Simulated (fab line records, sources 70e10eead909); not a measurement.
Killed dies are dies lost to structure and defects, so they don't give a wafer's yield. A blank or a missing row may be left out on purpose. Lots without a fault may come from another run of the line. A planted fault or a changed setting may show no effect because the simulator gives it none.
Which tool did it? | flow nand_harc | 24 lots, 72 wafers sampled, at 4 steps of a route of 1159

WHAT THE GAUGES READ, wafer by wafer
NHARC_A_CONTACT_OVL_MEAS_70. Usual: overlay_x_nm 0.1 nm, standard deviation 0.81; overlay_y_nm 0.0 nm, standard deviation 0.9.
lot  | measured     | on         | overlay_x_nm (nm) | overlay_y_nm (nm) | flag
L075 | day 16 17:40 | overlay-02 | -0.4 -0.3 -0.8    | 0.0 -0.9 -0.3     |
L074 | day 16 18:59 | overlay-01 | 0.1 0.5 0.1       | 1.7 0.6 0.6       |
L076 | day 17 08:56 | overlay-02 | 0.0 -0.4 -0.4     | 0.9 1.0 0.5       |
L077 | day 17 11:00 | overlay-02 | 0.1 0.1 0.1       | -0.9 -1.0 -1.1    |
L078 | day 17 20:44 | overlay-01 | -0.1 -0.6 -0.5    | -0.6 -0.3 -1.3    |
L079 | day 18 02:16 | overlay-02 | 0.2 0.3 -0.1      | -1.3 -1.4 -1.4    |
L080 | day 18 12:25 | overlay-01 | 0.5 -0.1 0.4      | 0.5 0.2 0.7       |
L081 | day 18 15:51 | overlay-01 | 1.2 1.1 0.9       | -0.6 -0.7 -1.1    |
L084 | day 19 05:38 | overlay-02 | -0.5 -0.7 -0.8    | 0.3 0.2 0.4       |
L085 | day 19 09:05 | overlay-02 | -0.6 -0.4 -0.6    | 0.6 0.2 0.2       |
L083 | day 19 11:10 | overlay-01 | 0.3 0.5 0.5       | 0.5 0.5 -0.1      |
L082 | day 19 11:20 | overlay-02 | 0.7 0.7 0.5       | 0.4 0.2 0.1       |
L087 | day 20 01:08 | overlay-02 | 0.5 0.6 0.6       | 0.5 0.6 0.1       |
L086 | day 20 02:12 | overlay-01 | 0.4 0.1 0.3       | -1.1 -1.5 -0.7    |
L088 | day 20 15:14 | overlay-02 | 1.9 1.4 1.1       | 1.5 0.6 1.9       |
L089 | day 20 15:40 | overlay-01 | 0.9 1.3 1.1       | 0.4 0.7 0.3       |
L090 | day 21 04:49 | overlay-02 | -0.1 0.1 -0.4     | -1.8 -1.8 -1.6    |
L091 | day 21 05:49 | overlay-01 | -0.8 -0.5 -1.1    | -0.7 -0.9 -0.9    |
L092 | day 21 11:17 | overlay-01 | 1.1 1.5 1.4       | 0.0 -0.1 0.0      |
L093 | day 22 03:02 | overlay-01 | 0.3 -0.2 0.3      | 0.6 0.4 1.4       |
L095 | day 22 04:24 | overlay-01 | 0.1 0.3 -0.1      | -1.9 -1.9 -1.4    |
L094 | day 22 06:20 | overlay-02 | -1.3 -1.4 -1.4    | -0.3 0.0 0.1      |
L096 | day 22 08:05 | overlay-01 | 1.5 0.9 1.0       | 0.6 1.0 0.9       |
L097 | day 22 18:25 | overlay-02 | -1.7 -1.6 -1.3    | 0.7 0.8 0.6       |

WHICH TOOL RAN EACH LOT (tool, then ch and the chambers of the sampled wafers, then the start)
lot  | NHARC_A_CONTACT_ETCH_115             | NHARC_A_CONTACT_ETCH_117             | NHARC_A_CONTACT_ETCH_120
L075 | har_cap_etch-03 ch 0, day 16 10:36   | har_cap_etch-03 ch 0, day 16 10:47   | har_cap_etch-03 ch 0, day 16 11:04
L074 | har_cap_etch-02 ch 0,1, day 16 10:45 | har_cap_etch-02 ch 0,1, day 16 10:56 | har_cap_etch-02 ch 0,1, day 16 11:13
L076 | har_cap_etch-03 ch 0,1, day 17 03:37 | har_cap_etch-03 ch 0,1, day 17 03:48 | har_cap_etch-03 ch 0,1, day 17 04:04
L077 | har_cap_etch-03 ch 0,1, day 17 05:36 | har_cap_etch-03 ch 0,1, day 17 05:47 | har_cap_etch-03 ch 0,1, day 17 06:03
L078 | har_cap_etch-02 ch 0,1, day 17 15:14 | har_cap_etch-02 ch 0,1, day 17 15:25 | har_cap_etch-02 ch 0,1, day 17 15:41
L079 | har_cap_etch-02 ch 0,1, day 17 20:38 | har_cap_etch-02 ch 0,1, day 17 20:49 | har_cap_etch-02 ch 0,1, day 17 21:05
L080 | har_cap_etch-01 ch 0,1, day 18 07:21 | har_cap_etch-01 ch 0,1, day 18 07:32 | har_cap_etch-01 ch 0,1, day 18 07:48
L081 | har_cap_etch-03 ch 0,1, day 18 09:05 | har_cap_etch-03 ch 0,1, day 18 09:16 | har_cap_etch-03 ch 0,1, day 18 09:32
L084 | har_cap_etch-01 ch 0,1, day 19 00:13 | har_cap_etch-01 ch 0,1, day 19 00:24 | har_cap_etch-01 ch 0,1, day 19 00:40
L085 | har_cap_etch-02 ch 0,1, day 19 02:27 | har_cap_etch-02 ch 0,1, day 19 02:38 | har_cap_etch-02 ch 0,1, day 19 02:55
L083 | har_cap_etch-01 ch 0,1, day 19 04:40 | har_cap_etch-01 ch 0,1, day 19 04:51 | har_cap_etch-01 ch 0,1, day 19 05:07
L082 | har_cap_etch-03 ch 0,1, day 19 05:41 | har_cap_etch-03 ch 0,1, day 19 05:52 | har_cap_etch-03 ch 0,1, day 19 06:08
L087 | har_cap_etch-03 ch 0,1, day 19 17:09 | har_cap_etch-03 ch 0,1, day 19 17:20 | har_cap_etch-03 ch 0,1, day 19 17:36
L086 | har_cap_etch-02 ch 0,1, day 19 17:29 | har_cap_etch-02 ch 0,1, day 19 17:40 | har_cap_etch-02 ch 0,1, day 19 17:56
L088 | har_cap_etch-01 ch 0,1, day 20 09:52 | har_cap_etch-01 ch 0,1, day 20 10:04 | har_cap_etch-01 ch 0,1, day 20 10:20
L089 | har_cap_etch-03 ch 0,1, day 20 10:23 | har_cap_etch-03 ch 0,1, day 20 10:34 | har_cap_etch-03 ch 0,1, day 20 10:50
L090 | har_cap_etch-02 ch 0,1, day 20 22:40 | har_cap_etch-02 ch 0,1, day 20 22:50 | har_cap_etch-02 ch 0,1, day 20 23:07
L091 | har_cap_etch-01 ch 0,1, day 20 22:49 | har_cap_etch-01 ch 0,1, day 20 22:59 | har_cap_etch-01 ch 0,1, day 20 23:16
L092 | har_cap_etch-03 ch 0,1, day 21 04:07 | har_cap_etch-03 ch 0,1, day 21 04:17 | har_cap_etch-03 ch 0,1, day 21 04:34
L093 | har_cap_etch-01 ch 0,1, day 21 21:35 | har_cap_etch-01 ch 0,1, day 21 21:46 | har_cap_etch-01 ch 0,1, day 21 22:02
L095 | har_cap_etch-02 ch 0,1, day 21 23:20 | har_cap_etch-02 ch 0,1, day 21 23:31 | har_cap_etch-02 ch 0,1, day 21 23:47
L094 | har_cap_etch-01 ch 0,1, day 22 01:17 | har_cap_etch-01 ch 0,1, day 22 01:28 | har_cap_etch-01 ch 0,1, day 22 01:44
L096 | har_cap_etch-03 ch 1, day 22 01:53   | har_cap_etch-03 ch 1, day 22 02:04   | har_cap_etch-03 ch 1, day 22 02:20
L097 | har_cap_etch-02 ch 0,1, day 22 08:50 | har_cap_etch-02 ch 0,1, day 22 09:01 | har_cap_etch-02 ch 0,1, day 22 09:17
- NHARC_A_CONTACT_ETCH_115: etches the open film in C4F8/O2/Ar, time 94 s, target depth 922 nm.
- NHARC_A_CONTACT_ETCH_117: etches the open film in C4F8/O2/Ar, time 94 s, target depth 922 nm.
- NHARC_A_CONTACT_ETCH_120: etches the open film in C4F8/O2/Ar, time 94 s, target depth 922 nm.

WHAT THE TOOLS THEMSELVES READ (means of the sampled wafers that have a number; where no wafer has one, the mark that the record gives instead)
The record holds no such reading with a usual standard deviation.

THE ANSWER, worked out from the rows above alone
Rule: a lot is off if the mean of its wafers that have a number lies more than 3 standard deviations from the usual mean. A lot without any number at a reading at which 4 lots or more have one is off too. The other lots that the step has rows for count as sound. The gauges are gone through in route order, then the tools' own readings, and for those a lot's mean is taken as printed above. The first step at which some lot is off is used, and at that step the reading that is off furthest; a lot without a number counts as furthest.
No lot is off at any reading shown: from this, nothing can be told.

WHAT THE SIMULATOR HAD PUT IN
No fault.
